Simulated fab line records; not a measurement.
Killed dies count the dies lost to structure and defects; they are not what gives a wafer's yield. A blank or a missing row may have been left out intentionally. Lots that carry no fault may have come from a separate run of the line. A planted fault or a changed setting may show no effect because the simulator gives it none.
Shared-tool check | flow nand harc | 14 lots, 48 wafers sampled

## WHY THIS WAS OPENED
Flagged at NHARC_A_ONON_D1_THK_MEAS_08: reading thk nm, on 2 of 14 lots. No-fault wafers: 1002 nm, standard deviation 8.5.
Rule: a lot is flagged in two cases, either no wafer of it has a number, or all its wafers with numbers fall more than 4 standard deviations from that mean. As for the other lots, they are considered sound.

lot  | measured     | on            | thk nm (nm), wafer by wafer   | flag
L852 | day 7 13:20  | film metro-01 | 986 985 985                   |
L854 | day 8 08:00  | film metro-02 | 1007 1006 1007                |
L853 | day 8 08:01  | film metro-01 | 999 998 998                   |
L859 | day 10 20:17 | film metro-02 | 998 1000 1001                 |
L861 | day 11 20:18 | film metro-02 | 1210 1208 1209 1208 1208 1206 | FLAGGED
L863 | day 12 11:13 | film metro-01 | 1200 1199 1200 1200 1198 1199 | FLAGGED
L867 | day 14 02:41 | film metro-01 | 1003 1004 1005                |
L869 | day 15 10:05 | film metro-01 | 1010 1009 1010                |
L870 | day 15 16:42 | film metro-01 | 994 994 995                   |
L872 | day 16 00:10 | film metro-01 | 1007 1005 1007                |
L871 | day 16 00:10 | film metro-01 | 991 994 992                   |
L873 | day 16 15:22 | film metro-01 | 1003 1004 1002                |
L875 | day 17 06:39 | film metro-02 | 995 994 994                   |
L874 | day 17 06:40 | film metro-02 | 1020 1020 1018                |
The numbers of the flagged lots are 1204 nm on average: +202 nm against the usual, or +24 standard deviations.

## WHICH TOOL RAN EACH LOT
The record holds 1 process step before the reading, out of a route of 1302 steps. Cell contents, in order: the tool; ch with the chambers the sampled wafers went through; the start.
lot  | flag    | NHARC_A_ONON_D1_DEP_06
L852 |         | pecvd onon-02 ch 0, day 7 12:56
L854 |         | pecvd onon-01 ch 0, day 8 07:33
L853 |         | pecvd onon-02 ch 0, day 8 07:30
L859 |         | pecvd onon-01 ch 0, day 10 19:46
L861 | FLAGGED | pecvd onon-04 ch 0, day 11 19:47
L863 | FLAGGED | pecvd onon-04 ch 0, day 12 10:46
L867 |         | pecvd onon-01 ch 0, day 14 02:11
L869 |         | pecvd onon-01 ch 0, day 15 09:35
L870 |         | pecvd onon-04 ch 0, day 15 16:11
L872 |         | pecvd onon-01 ch 0, day 15 23:46
L871 |         | pecvd onon-04 ch 0, day 15 23:40
L873 |         | pecvd onon-01 ch 0, day 16 14:55
L875 |         | pecvd onon-01 ch 0, day 17 06:08
L874 |         | pecvd onon-02 ch 0, day 17 06:08
What is done by these steps:
- NHARC_A_ONON_D1_DEP_06: target thk 1000 nm.
- NHARC_A_ONON_D1_THK_MEAS_08: measures by ellipsometry.

## FLAGGED AGAINST TOTAL, ONE TOOL AT A TIME (gauges that did the reading follow at the end)
step                        | tool          | lots run | flagged | share of the flagged lots | sound lots run after its first flagged lot
NHARC_A_ONON_D1_DEP_06      | pecvd onon-01 | 7        | 0       | none                      | -
NHARC_A_ONON_D1_DEP_06      | pecvd onon-02 | 3        | 0       | none                      | -
NHARC_A_ONON_D1_DEP_06      | pecvd onon-04 | 4        | 2       | all                       | 2 (L870,L871)
NHARC_A_ONON_D1_THK_MEAS_08 | film metro-01 | 9        | 1       | some                      | 6 (L867,L869,L870,L872,L871,L873)
NHARC_A_ONON_D1_THK_MEAS_08 | film metro-02 | 5        | 1       | some                      | 2 (L875,L874)

## THE TABLE: WHAT IT ALLOWS
1 row of the table ran every flagged lot: pecvd onon-04 at NHARC_A_ONON_D1_DEP_06.
- pecvd onon-04 at NHARC_A_ONON_D1_DEP_06 ran 4 lots, 2 of them flagged. Lots that were sound ran on it after the first flagged one (L870, L871); a persistent fault on the entire tool would not allow that.
None of the table's rows ran every flagged lot and, after the first, no sound lot.

## WHAT THE SIMULATOR HAD INSERTED
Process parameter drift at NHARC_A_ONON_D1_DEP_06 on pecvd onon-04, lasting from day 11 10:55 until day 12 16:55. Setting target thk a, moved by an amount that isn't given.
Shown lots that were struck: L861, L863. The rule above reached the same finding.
